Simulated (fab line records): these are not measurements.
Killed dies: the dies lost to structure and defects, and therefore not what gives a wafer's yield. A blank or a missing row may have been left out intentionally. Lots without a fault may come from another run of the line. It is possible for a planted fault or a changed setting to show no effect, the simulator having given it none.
A struck lot beside a sound one / flow nand_harc / 14 out of 1159 route steps
Sound: these wafers, L511.1, L511.2, L511.6. Struck: wafers L505.1, L505.4, L505.6. The cause is named last.
Each step with rows lists, per side, the tool, then ch with its chambers, then its first start. Under that, the readings that differ: sound wafers / struck wafers / difference of the means / sigmas: that difference in standard deviations of wafers without a fault.
alike: a reading whose means differ by less than 2 such deviations, as well as words and numbers matching on both sides. not compared: withheld readings; readings where some wafer has no value; bounds like >300 that might hide an equal value; numbers whose values overlap and for which the record gives no deviation.
The two part at a step that has a row with sigmas, a row that says differs or no value, or rows on one side only. Numbers that have no deviation but don't overlap get no sigmas and don't part them. Lack of a reading on every wafer of one side parts them only where that side has two or more wafers.

NHARC_THIN_TSV_CMP_01: polishes.
  sound on cmp-04 ch 1,3, day 21 09:35; struck on cmp-01 ch 0,3, day 20 17:31
  alike: motor_current_A
NHARC_THIN_TSV_THK_MEAS_02: measures by ir.
  struck on film_metro-01, day 20 17:46; sound on film_metro-01, day 21 09:51
  alike: thk_nm
then, 3 steps without rows for these wafers: NHARC_THIN_TSV_SRD_03; NHARC_THIN_TSV_PRECLEAN_41 (cleans in SC1); NHARC_THIN_TSV_SRD_42.
NHARC_THIN_TSV_DEP_43: deposits SiO2, target thk 1328.5 nm.
  sound on pecvd-04 ch 1,2, day 21 10:05; struck on pecvd-04 ch 0,1, day 20 18:02
  alike: flow_sccm, throttle_valve_pct
then, 6 steps without rows for these wafers: NHARC_THIN_TSV_DEHYDRATE_04 (time 120 s); NHARC_THIN_TSV_HMDS_05 (time 30 s); NHARC_THIN_TSV_COAT_06; NHARC_THIN_TSV_SOFTBAKE_07 (time 95 s); NHARC_THIN_TSV_EBR_08; NHARC_THIN_TSV_EXPOSE_09 (exposes mask TSV).
NHARC_THIN_TSV_PEB_10: peb time 85 s.
  sound on litho_track-03 ch 0, day 21 10:49; struck on litho_track-03, day 20 18:40
  no value came back on the struck wafers for chill_plate_temp_C (C), exhaust_pa (Pa), heater_power_total_W (W), resist_line_temp_C (C); on the sound wafers chill_plate_temp_C (C) reads 22.93 23.09 22.93
then, 1 step without rows for these wafers: NHARC_THIN_TSV_DEVELOP_11 (time 70 s).

== WHERE THEY PART ==
Only at NHARC_THIN_TSV_PEB_10, as far as this record shows.

WHY: the cause the simulator had injected
Skipped step whole: litho_track-03, from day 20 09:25 on, at NHARC_THIN_TSV_PEB_10. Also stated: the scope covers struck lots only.
